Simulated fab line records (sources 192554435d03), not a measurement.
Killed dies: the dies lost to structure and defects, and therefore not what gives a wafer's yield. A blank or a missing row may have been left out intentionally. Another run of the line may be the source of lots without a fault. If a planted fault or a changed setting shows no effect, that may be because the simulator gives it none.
fab line records	flow n5_finfet
record: lots: 5	wafers: 13	last_day: 16
route steps=1938 shown SDB@370 DUMMY_REMOVAL@377 HKMG_FIN@385 BEOL_M4@1111 PASSIVATION@1936
lots that met no fault: taken from a fault-free run of the same line
start_h: hours from the record's opening day to when the first of the lot's shown wafers began	wait_h: hours elapsed since this lot's preceding step	" the same as in the row above	L1.1+2: a single row standing in for several wafers	- no value, or no start was given	* or withheld: withheld	< > ~ a bound
route shown NAME@n: NAME is a module with steps in the file, n the number in the route of the first one	usual: mean/standard deviation of fault-free wafers	same: alike in all rows	chamber/n: place in a boat	sites: per-site readings	_std_site: standard deviation of those values	_edge_site: inner sites' mean taken away from outer sites' mean	radius_mm: how far each site lies from the wafer's centre	mask NAME#n: copy n	behind: the last tool/chamber to shape the wafer	hold: why the lot went on hold/how many hours it stayed there/how the hold came to an end	device: the n, p or np transistor that did not switch	end of line: the tests these same wafers got at the end of their route	where a step has no rows: the recipe by itself	killed: not the wafer's yield, but the dies lost to structure and defects at the first sort	map: dies across one wafer; x = killed, . = not, _ = none there
set.NAME: the setting the step ran with; set.NAME@STEP: the setting that earlier step ran with	model.NAME: the simulator's own value behind a step, which no gauge read
lots seen at some steps along the route; tables by step, rows by wafer
services: when a tool's chamber went out of use (start_h, in hours from the record's first day, below 0 if earlier), for how many hours, and the reason
== steps ==
step: N5_SDB_PRECLEAN_38
recipe: chemistry: dHF	time_s: 10	dilution: 750:1	temp_c: 25
step: N5_SDB_PRECLEAN_39
recipe: chemistry: O3/DIW	time_s: 45	temp_c: 22	o3_ppm: 10
step: N5_SDB_SRD_28
recipe: dry: ipa_marangoni	time_s: 30	temp_c: 23	rinse_liquid: diw
step: N5_SDB_ALD_29
recipe: material: SiNx	target_thk_a: 300	temp_c: 400	ald_precursor_family: SiH2I2	ald_co_reactant: N2/H2-plasma	pulse_time_s: 1	ald_cycles: 600	purge_time_s: 2	co_reactant_purge_time_s: 2	pressure_torr: 2
step: N5_SDB_CMP_30
recipe: stop_on: poly-Si	t_overpolish_s: 1.54	post_cmp_clean: alkaline_brush	down_force_psi: 4.1491	platen_rpm: 51.796	pad_velocity_m_s: 1.0306	target_thk_nm: 30
step: N5_DUMMY_REMOVAL_HM_STRIP_01
recipe: chemistry: CH3F/O2	material: SiNx	target_depth_a: 40	stop_on: poly-Si	time_s: 6.8	over_etch_frac: 0.3	ion_energy_ev: 60	power_w: 410	bias_w: 29	Ar_flow_sccm: 150	CH3F_flow_sccm: 30	O2_flow_sccm: 20
step: N5_DUMMY_REMOVAL_STRIP_10
recipe: chemistry: N2/H2	time_s: 40	power_w: 100	temp_c: 40	pressure_mtorr: 100	rf_frequency_hz: 6e+07	bias_power_w: 3	n2_flow_sccm: 300	h2_flow_sccm: 300
step: N5_DUMMY_REMOVAL_PRECLEAN_07
recipe: chemistry: dHF	time_s: 30	temp_c: 25	dilution: withheld
step: N5_DUMMY_REMOVAL_DUMMY_REMOVE_02
recipe: chemistry: TMAH	temp_c: 70	target: poly-Si	stop_on: SiO2	target_depth_nm: 142	conc_wt_pct: 5	time_s: 57	dry: ipa_marangoni	rinse_time_s: 30	rinse_temp_c: 23
step: N5_DUMMY_REMOVAL_PRECLEAN_08
recipe: chemistry: NF3:NH3	afs_cycles: 2	temp_c: 30	time_s: 20	sublimation_temp_c: 180	sublimation_time_s: 60	pressure_torr: 3	rf_power_w: 30
lot.wafer	tool	chamber	start_h	wait_h
L881.1+2+6	remote_plasma-01	0	76.61	0.0
L886.3+5+6	remote_plasma-02	1	112.50	0.1
L887.5+6	remote_plasma-02	0	117.28	0.2
L888.3+5	remote_plasma-02	1	124.02	0.1
L898.1+2+6	remote_plasma-02	1	178.70	0.0
step: N5_DUMMY_REMOVAL_PRECLEAN_04
recipe: chemistry: DHF	time_s: 37	temp_c: 25	dilution: 500:1
step: N5_DUMMY_REMOVAL_SRD_05
recipe: dry: ipa_marangoni	do_ppb: 5	time_s: 30	temp_c: 23	rinse_liquid: diw
step: N5_HKMG_FIN_IL_REGROW_00
recipe: material: SiO2	target_thk_a: 7.5	chemistry: O3	temp_c: withheld	time_s: 30
step: N5_HKMG_FIN_HK_ALD_01
recipe: material: HfO2	target_thk_a: 16	temp_c: withheld	ald_precursor_family: HfCl4	ald_co_reactant: H2O	pulse_time_s: 3	purge_time_s: 3	co_reactant_purge_time_s: 2.5	co_reactant_pulse_time_s: 0.3	ald_cycles: 30
step: N5_HKMG_FIN_HK_ANNEAL_02
recipe: temp_c: 700	time_s: 30	ambient: N2	idle_temp_c: 600	ramp_up_c_per_s: 150	ramp_down_c_per_s: 60	cool_to_c: 600
step: N5_HKMG_FIN_ALD_74
recipe: material: La2O3	target_thk_a: 5	temp_c: 250	ald_precursor_family: La-Cp	ald_co_reactant: O3	pulse_time_s: 6	co_reactant_pulse_time_s: 1	purge_time_s: 3	co_reactant_purge_time_s: 3
step: N5_HKMG_FIN_ALD_75
recipe: material: Al2O3	target_thk_a: 10	temp_c: 150	ald_precursor_family: TMA	ald_co_reactant: H2O	pulse_time_s: withheld	co_reactant_pulse_time_s: 1
step: N5_HKMG_FIN_COAT_41
recipe: resist: SOC	temp_c: 250	time_s: 60	spin_rpm: 1500	resist_thk_nm: 300
step: N5_HKMG_FIN_COAT_42
recipe: resist: SiARC	temp_c: 220	time_s: 60	spin_rpm: 1500	resist_thk_nm: 35
step: N5_HKMG_FIN_COAT_43
recipe: resist: CAR-ArF	spin_rpm: 1500	resist_thk_nm: 90
step: N5_HKMG_FIN_EBR_45
recipe: solvent: PGMEA	ebr_width_mm: 1.5
step: N5_HKMG_FIN_SOFTBAKE_44
recipe: temp_c: 110	time_s: 60	resist: CAR-ArF
step: N5_HKMG_FIN_EXPOSE_46
recipe: mask_id: NDIPOLE	na: 1.35	source_shape: conventional	sigma_outer: 0.8	polarization: unpolarized	dose_mj: 40
step: N5_HKMG_FIN_PEB_47
recipe: peb_temp_c: withheld	peb_time_s: 60	resist: CAR-ArF
step: N5_HKMG_FIN_DEVELOP_48
recipe: develop_time_s: 30	developer: TMAH	resist: CAR-ArF	rinse_liquid: diw	dry: air_spin	dev_temp_c: 23
step: N5_HKMG_FIN_DESCUM_53
recipe: chemistry: O2	time_s: 7.9	source_power_w: 50	bias_power_w: 20	pressure_mtorr: 20	rf_frequency_hz: 2.712e+07	temp_c: 40	resist: CAR-ArF	o2_flow_sccm: 225
step: N5_HKMG_FIN_ETCH_54
recipe: chemistry: CF4	target: SiARC	target_depth_a: 455	mask_material: CAR-ArF	time_s: 75.8	ion_energy_ev: 80	pressure_mtorr: 40	source_w: 545	bias_w: 36	Ar_flow_sccm: 100	cf4_flow_sccm: 100	ends: cleared
step: N5_HKMG_FIN_ETCH_55
recipe: chemistry: N2/H2	target: SOC	target_depth_a: 2400	temp_c: 40	time_s: 300	ion_energy_ev: 200	mask_material: SiARC	pressure_mtorr: 30	source_w: 840	bias_w: 150	n2_flow_sccm: 200	h2_flow_sccm: 200
step: N5_HKMG_FIN_STRIP_56
recipe: chemistry: N2/H2	temp_c: 40	n2_flow_sccm: 200	h2_flow_sccm: 200	rf_frequency_hz: 6e+07
step: N5_HKMG_FIN_STRIP_57
recipe: chemistry: CF4	resist: SiARC	power_w: 300	bias_power_w: 75	pressure_mtorr: 50	cf4_flow_sccm: 150	rf_frequency_hz: 6e+07
step: N5_HKMG_FIN_ETCH_58
recipe: chemistry: N2/H2	target: SOC	target_depth_a: 2158	ion_energy_ev: 50	bias_w: 13	time_s: 741	pressure_mtorr: 30	source_w: 875	n2_flow_sccm: 200	h2_flow_sccm: 200
step: N5_HKMG_FIN_STRIP_93
recipe: chemistry: N2/H2	material: SOC	time_s: 20	power_w: 500	temp_c: 40	pressure_mtorr: 50	rf_frequency_hz: 6e+07	bias_power_w: 8	h2_frac: 0.5	n2_flow_sccm: 300	h2_flow_sccm: 300
step: N5_HKMG_FIN_WET_ETCH_76
recipe: chemistry: dNH4OH	mix: 1:50	temp_c: 25	target: Al2O3	stop_on: La2O3	target_depth_nm: 2.25	dry: ipa_marangoni	rinse_time_s: 30	rinse_temp_c: 23
step: N5_HKMG_FIN_STRIP_60
recipe: chemistry: N2/H2	power_w: 2500	temp_c: 300	h2_frac: 0.65	time_s: 360	pressure_mtorr: withheld	n2_flow_sccm: 1750	h2_flow_sccm: 3250
step: N5_HKMG_FIN_WET_ETCH_77
recipe: chemistry: dHCl	mix: 1:10000	temp_c: 25	target: La2O3	stop_on: HfO2	target_depth_nm: 2
step: N5_HKMG_FIN_WET_ETCH_78
recipe: chemistry: dNH4OH	mix: 1:50	temp_c: 25	target: Al2O3	stop_on: La2O3	target_depth_nm: 4.5	dry: ipa_marangoni	rinse_time_s: 30	rinse_temp_c: 23
step: N5_BEOL_M4_RC_MEAS_101
usual: DIBL_N: 36.4/1.6	DIBL_P: 35.9/2	EOT_N: 10.54/0.11	EOT_P: 10.47/0.11	IGATE_N: 0.0128/0.0021	IGATE_P: 0.0038/0.00061	IOFF_N: 0.152/0.03	IOFF_N_85C: 3.0/0.49	IOFF_N_LIN: 0.071/0.011	IOFF_P: 0.20/0.032	IOFF_P_85C: 3.5/0.47	IOFF_P_LIN: 0.095/0.012	ION_N: 670/12	ION_P: 459/7.3	SS_N: 71.6/0.55	SS_P: 73.2/0.69	VT_N: 251/3.5	VT_P: -252/3.2	VT_P_LVT: -100.5/2.7
lot.wafer	tool	chamber	start_h	wait_h	DIBL_N[mV/V]	DIBL_P[mV/V]	EOT_N	EOT_P	IGATE_N[nA/um]	IGATE_P[nA/um]	IOFF_N[nA/um]	IOFF_N_85C[nA/um]	IOFF_N_LIN[nA/um]	IOFF_P[nA/um]	IOFF_P_85C[nA/um]	IOFF_P_LIN[nA/um]	ION_N[uA/um]	ION_P[uA/um]	SS_N[mV/dec]	SS_P[mV/dec]	VT_N[mV]	VT_P[mV]	VT_P_LVT[mV]
L881.1	prober-01	0	171.53	0.0	35.0	33.1	10.54	10.61	0.0111	0.0034	0.118	2.4	0.059	0.19	3.3	0.095	655	461	70.8	72.2	253	-250	-102.4
L881.2	"	0	"	"	35.1	34.2	10.50	10.50	0.0125	0.0038	0.129	2.6	0.064	0.19	3.4	0.096	664	452	70.8	72.7	250	-251	-101.8
L881.6	"	0	"	"	37.3	35.3	10.67	10.61	0.0105	0.0032	0.152	3.0	0.070	0.21	3.6	0.103	669	457	72.0	73.2	250	-249	-100.0
L886.3	prober-02	0	205.72	0.3	34.0	35.7	10.38	10.34	0.0150	0.0045	0.127	2.6	0.063	0.18	3.1	0.085	667	461	70.9	73.4	253	-256	-102.4
L886.5	"	0	"	"	42.2	46.1	13.00	12.83	0.0008	0.0002	0.327	5.9	0.151	0.40	6.2	0.175	655	443	73.1	75.0	239	-244	-93.2
L886.6	"	0	"	"	32.4	33.7	10.45	10.40	0.0123	0.0037	0.107	2.3	0.054	0.16	2.8	0.077	660	454	71.3	72.1	255	-257	-103.6
L888.3	prober-02	0	224.88	0.3	35.3	32.6	10.67	10.50	0.0111	0.0034	0.123	2.6	0.059	0.17	3.0	0.082	661	459	70.9	72.8	254	-255	-103.2
L888.5	"	0	"	"	46.2	44.3	13.18	13.03	0.0006	0.0002	0.370	6.4	0.157	0.41	6.4	0.180	661	445	73.4	75.7	241	-245	-91.5
L887.5	prober-01	0	224.99	0.6	43.0	45.0	13.06	12.94	0.0009	0.0003	0.282	4.9	0.127	0.34	5.5	0.162	650	440	73.0	75.5	242	-245	-93.6
L887.6	"	0	"	"	34.7	34.2	10.47	10.45	0.0149	0.0045	0.119	2.4	0.056	0.14	2.6	0.074	670	457	70.8	72.2	255	-256	-103.7
L898.1	prober-02	0	286.41	0.0	35.7	35.1	10.54	10.48	0.0141	0.0041	0.126	2.6	0.060	0.18	3.2	0.087	650	452	71.7	72.9	257	-253	-102.9
L898.2	"	0	"	"	35.8	36.5	10.57	10.51	0.0121	0.0036	0.123	2.5	0.060	0.19	3.3	0.091	648	457	71.8	73.1	256	-251	-102.6
L898.6	"	0	"	"	34.3	33.4	10.63	10.50	0.0108	0.0032	0.102	2.2	0.050	0.14	2.7	0.075	638	442	71.0	72.7	260	-257	-105.7
step: N5_PASSIVATION_PROBE_49
usual: defect_limited_yield: 91.7/1.2	killed_at_M0_to_M3: 33/9.5	killed_at_M4_up: 13/4.9	killed_at_contacts: 13/6.6	killed_at_front_end: 36/11	killed_at_other: 3.0/2.6	killed_dies: 97/14	killed_open: 65/11	killed_short: 31/6.6	sort_bin_4_leakage: 0/0	sort_bin_5_function: 4.8/0.82	sort_bin_6_memory: 3.1/0.58	sort_bin_8_speed: 0.00/0.02	sort_n_pass: 1083/14	sort_yield_pct: 91.7/1.2
same: gross_dies: 1180	killed_at_back_side: 0
lot.wafer	tool	chamber	start_h	wait_h	defect_limited_yield[%]	killed_at_M0_to_M3	killed_at_M4_up	killed_at_contacts	killed_at_front_end	killed_at_other	killed_dies	killed_open	killed_short	sort_bin_4_leakage[%]	sort_bin_5_function[%]	sort_bin_6_memory[%]	sort_bin_8_speed[%]	sort_n_pass	sort_yield_pct[%]
L881.1	prober-02	-	278.57	0.0	90.7	42	11	4	46	7	110	78	31	0	5.8	3.1	0	1070	90.7
L881.2	prober-02	-	278.62	0.1	90.6	31	24	16	33	7	111	78	29	0	5.8	3.3	0	1069	90.6
L881.6	prober-02	-	278.82	0.3	91.0	37	18	12	36	3	106	75	29	0	5.3	3.6	0	1074	91.0
L886.3	prober-01	-	301.31	0.1	91.8	52	5	9	23	8	97	62	35	0	5.3	2.8	0	1083	91.8
L886.5	prober-01	-	301.41	0.2	91.6	27	22	11	38	1	99	64	34	2.88	4.9	3.0	0	1047	88.7
L886.6	prober-01	-	301.46	0.3	90.3	41	10	8	49	6	114	73	37	0	6.0	3.2	0	1066	90.3
L888.3	prober-01	-	324.35	0.1	91.5	29	12	10	48	1	100	67	33	0	4.7	3.5	0	1080	91.5
L888.5	prober-01	-	324.45	0.2	92.5	42	19	1	25	1	88	63	23	10.00	4.3	3.1	0	974	82.5
L887.5	prober-01	-	329.36	0.2	91.8	34	10	16	36	1	97	63	31	0.25	5.3	2.5	0	1080	91.5
L887.6	prober-01	-	329.41	0.3	89.7	51	8	24	32	7	122	87	34	0	5.9	4.2	0	1058	89.7
L898.1	prober-01	-	391.98	0.0	91.9	22	17	14	37	5	95	67	28	0	5.0	2.8	0	1085	91.9
L898.2	prober-01	-	392.03	0.1	92.8	22	11	12	38	2	85	46	34	0	3.8	3.1	0	1095	92.8
L898.6	prober-01	-	392.23	0.3	91.2	41	11	10	41	1	104	68	31	0	5.5	3.1	0.17	1074	91.0
killed by level:class
L881.1 BEOL_M3:geometric_particle:open=20 FIN_SAQP:geometric_particle:short=12 FIN_SAQP:geometric_particle:open=11 STI_FIN_REVEAL:geometric_particle:open=9 BEOL_M0_SAQP:geometric_particle:open=5 BEOL_M1:geometric_particle:open=5 BEOL_M2:geometric_particle:open=5 MOL_CONTACT_COAG:geometric_particle:open=4
L881.2 MOL_CONTACT_COAG:geometric_particle:open=15 FIN_SAQP:geometric_particle:open=9 FIN_SAQP:geometric_particle:short=9 BEOL_M4:geometric_particle:open=9 BEOL_M0_SAQP:geometric_particle:open=7 BEOL_M2:geometric_particle:open=6 BEOL_M3:geometric_particle:open=6 STI_FIN_REVEAL:geometric_particle:open=5
L881.6 MOL_CONTACT_COAG:geometric_particle:open=10 BEOL_M4:geometric_particle:open=8 FIN_SAQP:geometric_particle:open=7 GATE_CUT:geometric_particle:open=7 BEOL_M3:geometric_particle:open=7 STI_FIN_REVEAL:geometric_particle:open=6 BEOL_M0_SAQP:geometric_particle:short=6 BEOL_M0_SAQP:geometric_particle:open=6
L886.3 BEOL_M1:geometric_particle:open=20 BEOL_M2:geometric_particle:open=10 BEOL_M1:geometric_particle:short=7 FIN_SAQP:geometric_particle:open=5 MOL_CONTACT_COAG:geometric_particle:open=5 BEOL_M3:geometric_particle:open=5 DUMMY_GATE:geometric_particle:open=4 MOL_CONTACT_COAG:geometric_particle:short=4
L886.5 STI_FIN_REVEAL:geometric_particle:open=10 MOL_CONTACT_COAG:geometric_particle:open=10 FIN_SAQP:geometric_particle:short=8 BEOL_M5:geometric_particle:open=7 FIN_SAQP:geometric_particle:open=6 BEOL_M0_SAQP:geometric_particle:short=6 BEOL_M7:geometric_particle:open=6 BEOL_M0_SAQP:geometric_particle:open=5
L886.6 FIN_SAQP:geometric_particle:open=12 STI_FIN_REVEAL:geometric_particle:open=10 BEOL_M2:geometric_particle:open=9 MOL_CONTACT_COAG:geometric_particle:open=7 BEOL_M1:geometric_particle:short=7 BEOL_M3:geometric_particle:open=7 FIN_SAQP:geometric_particle:short=6 BEOL_M1:geometric_particle:open=6
L888.3 STI_FIN_REVEAL:geometric_particle:open=18 FIN_SAQP:geometric_particle:short=7 MOL_CONTACT_COAG:geometric_particle:open=7 BEOL_M1:geometric_particle:open=6 BEOL_M4:geometric_particle:open=5 BEOL_M0_SAQP:geometric_particle:short=5 GATE_CUT:geometric_particle:short=4 BEOL_M2:geometric_particle:open=4
L888.5 BEOL_M1:geometric_particle:open=13 BEOL_M2:geometric_particle:open=10 BEOL_M4:geometric_particle:open=7 DUMMY_GATE:geometric_particle:open=6 BEOL_M0_SAQP:geometric_particle:short=5 BEOL_M0_SAQP:geometric_particle:open=5 STARTING-WAFER:geometric_particle:open=5 FIN_SAQP:geometric_particle:short=3
L887.5 FIN_SAQP:geometric_particle:open=18 MOL_CONTACT_COAG:geometric_particle:open=14 BEOL_M3:geometric_particle:open=12 FIN_SAQP:geometric_particle:short=11 BEOL_M0_SAQP:geometric_particle:short=9 BEOL_M4:geometric_particle:open=4 BEOL_M2:geometric_particle:open=3 MOL_CONTACT_COAG:geometric_particle:short=2
L887.6 MOL_CONTACT_COAG:geometric_particle:open=19 FIN_SAQP:geometric_particle:open=14 BEOL_M0_SAQP:geometric_particle:open=11 BEOL_M2:geometric_particle:open=10 BEOL_M3:geometric_particle:open=10 BEOL_M1:geometric_particle:open=9 MOL_CONTACT_COAG:geometric_particle:short=5 BEOL_M0_SAQP:geometric_particle:short=5
L898.1 STI_FIN_REVEAL:geometric_particle:open=11 BEOL_M4:geometric_particle:open=10 MOL_CONTACT_COAG:geometric_particle:short=7 MOL_CONTACT_COAG:geometric_particle:open=7 BEOL_M2:geometric_particle:open=5 DUMMY_GATE:geometric_particle:open=4 BEOL_M0_SAQP:geometric_particle:short=4 BEOL_M0:geometric_particle:open=4
L898.2 BEOL_M0_SAQP:geometric_particle:short=11 MOL_CONTACT_COAG:geometric_particle:open=10 GATE_CUT:geometric_particle:open=6 FIN_SAQP:geometric_particle:short=5 GATE_CUT:geometric_particle:short=4 BEOL_M0_SAQP:geometric_particle:open=4 BEOL_M4:geometric_particle:open=4 FIN_SAQP:geometric_particle:open=3
L898.6 BEOL_M0_SAQP:geometric_particle:short=13 BEOL_M0_SAQP:geometric_particle:open=9 MOL_CONTACT_COAG:geometric_particle:open=8 BEOL_M2:geometric_particle:open=8 STI_FIN_REVEAL:geometric_particle:open=7 DUMMY_GATE:geometric_particle:open=7 FIN_SAQP:geometric_particle:open=6 BEOL_M0:geometric_particle:open=6
map L886.6 (x killed, . not)
_________________.x.....x....________________
______________.................._____________
___________.x....x...x.............__________
__________.....x........x..........._________
________.....x...x.........x.........._______
_______.......x..x..............xx.....______
______.x...x...........x........xx......_____
_____..x.....x................x.x....x...____
____.x.x.x.........................x......___
___...x........................x...........__
___.......x.....x...x............x.........__
__x...xxx..........x..................x....._
__........................x......x....x..x.._
_..x........x......x...........x..x..........
_...........x........x.x......x........x.....
_......x..x...x...x....x.................x..x
_....x.........x.....x...........x...x....x..
_.................x......x...................
_x.............x.x.....................x.x...
_................x...........x...............
_...........x....x...........................
__................................x..x......_
__x.................x.............x...x....._
___...x......x.x........................x..__
___....x......x......................x.x...__
____......x..........x..x.......x.........___
_____.....x.x..........x..............x..____
______..........x..............x......x._____
_______........................x.......______
________x....................x........_______
__________.......x...x.........x..xx_________
___________........................__________
______________......xx........x._____________
_________________............________________
map L887.6 (x killed, . not)
_________________..x.........________________
______________....x..........x.._____________
___________.x......x....x..........__________
__________...........x......x......._________
________........................x..x.._______
_______....x...x........x..............______
______.x...........x...........x........_____
_____....x.............x.............x...____
____........x............x....xx.....x....___
___.....x...............x...............x..__
___.............................x..........__
__......x..x..x..x.....x.x.................._
__.......x..................x....x.x.x......_
_...........x..........x..x........x....xx.x.
_....x..........x........................x...
_x..........x.x........x.....x........x.x....
_x.......................................x...
_.x....x.........x...................x.......
_.........x............x.....x..............x
_................x.......x....x.....x........
_x.....x.............................x.x.....
__........xxx...x....x.x....x..............x_
__.......xx............x.................x.._
___.x..x.....x.......x..........x.....x.x..__
___...........................x...........x__
____...........x.......x......x..x......x.___
_____............x.....x...x.........x...____
______.x...x............x..............._____
_______...x.....x.................xx..x______
________.....x....x..................._______
__________.x...x.....x...x.........._________
___________xx..................x...__________
______________................x._____________
_________________............________________
== services ==
tool	chamber	start_h	hours	kind
remote_plasma-01	-	65.72	0.3	repair
== key ==
first_sign: step: N5_BEOL_M4_RC_MEAS_101	reading: EOT_N	direction: up	sigmas: 24	usual: 10.54	struck: 13.08
effect: step: N5_BEOL_M4_RC_MEAS_101	reading: EOT_P	direction: up	sigmas: 23	usual: 10.47	struck: 12.93
effect: step: N5_BEOL_M4_RC_MEAS_101	reading: IOFF_N_LIN	direction: up	sigmas: 6.5	usual: 0.071	struck: 0.145
effect: step: N5_BEOL_M4_RC_MEAS_101	reading: IOFF_P_LIN	direction: up	sigmas: 6.5	usual: 0.095	struck: 0.172
effect: step: N5_BEOL_M4_RC_MEAS_101	reading: IGATE_P	direction: down	sigmas: 5.9	usual: 0.0038	struck: 0.0002
effect: step: N5_BEOL_M4_RC_MEAS_101	reading: IOFF_P	direction: up	sigmas: 5.9	usual: 0.20	struck: 0.39
effect: step: N5_BEOL_M4_RC_MEAS_101	reading: IOFF_N	direction: up	sigmas: 5.8	usual: 0.152	struck: 0.326
effect: step: N5_BEOL_M4_RC_MEAS_101	reading: IGATE_N	direction: down	sigmas: 5.7	usual: 0.0128	struck: 0.0008
effect: step: N5_BEOL_M4_RC_MEAS_101	reading: IOFF_N_85C	direction: up	sigmas: 5.5	usual: 3.0	struck: 5.7
effect: step: N5_BEOL_M4_RC_MEAS_101	reading: IOFF_P_85C	direction: up	sigmas: 5.4	usual: 3.5	struck: 6.0
effect: step: N5_BEOL_M4_RC_MEAS_101	reading: DIBL_P	direction: up	sigmas: 4.5	usual: 35.9	struck: 45.2
effect: step: N5_BEOL_M4_RC_MEAS_101	reading: DIBL_N	direction: up	sigmas: 4.5	usual: 36.4	struck: 43.8
effect: step: N5_PASSIVATION_PROBE_49	reading: sort_bin_4_leakage	direction: up	sigmas: 52	usual: 0	struck: 4.38
met_at N5_DUMMY_REMOVAL_PRECLEAN_08
struck_wafers L886.5,L887.5,L888.5
fault: kind: process_parameter_drift	tool: remote_plasma-02	chamber: -	onset_h: 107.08	steps: N5_DUMMY_REMOVAL_PRECLEAN_08	channel: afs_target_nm	offset: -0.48	shape: step	end_h: 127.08	scope: struck_wafers_only	acts_in: these_recipes_only	stated: 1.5
